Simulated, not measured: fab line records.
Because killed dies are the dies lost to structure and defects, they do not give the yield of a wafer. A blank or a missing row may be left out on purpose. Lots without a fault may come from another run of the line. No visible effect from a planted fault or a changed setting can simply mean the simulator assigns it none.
Matching of chambers | flow n5 finfet | rie diel-01 running N5_BEOL_M2_DESCUM_33: 4 sister chambers
The step chemistry O2, time 7 s. 4 wafers are shown with their chamber, then 11 later ones without.

## WAFERS, EACH WITH ITS CHAMBER
wafer  | chamber | drypump motor current A (A)
L085.1 | 0       | 5.6
L085.4 | 2       | 5.1
L085.5 | 3       | 6.5
L086.2 | 1       | 5.7

## WAFERS WITH NO CHAMBER GIVEN
wafer  | drypump motor current A (A)
L086.4 | 5.1
L086.6 | 5.6
L091.3 | 5.6
L091.4 | 6.5
L091.6 | 5.1
L094.2 | 5.8
L094.3 | 5.1
L094.4 | 6.5
L096.1 | 6.5
L096.2 | 5.6
L096.6 | 5.6

## THE CHAMBER EACH PASSED THROUGH
wafer  | from the rows above | in truth
L086.4 | 2                   | 2
L086.6 | 0                   | 0
L091.3 | 0                   | 0
L091.4 | 3                   | 3
L091.6 | 2                   | 2
L094.2 | 1                   | 1
L094.3 | 2                   | 2
L094.4 | 3                   | 3
L096.1 | 3                   | 3
L096.2 | 0                   | 0
L096.6 | 0                   | 0
Placed correctly: 11 of 11. Left unplaced by these rows: 0. Number placed wrongly: 0.
How it was worked out, from the rows above alone: a wafer's distance from a chamber is the root of the sum, over the readings, of the square of ((its reading less the chamber's mean) divided by the reading's scatter). The wafer belongs to the nearest chamber; if the next one is less than 2 further off, it can't be placed. Each chamber's mean is taken over the wafers shown for it. The scatter: root of mean squared gap, hidden wafer to nearest shown wafer, with one shown wafer a chamber.
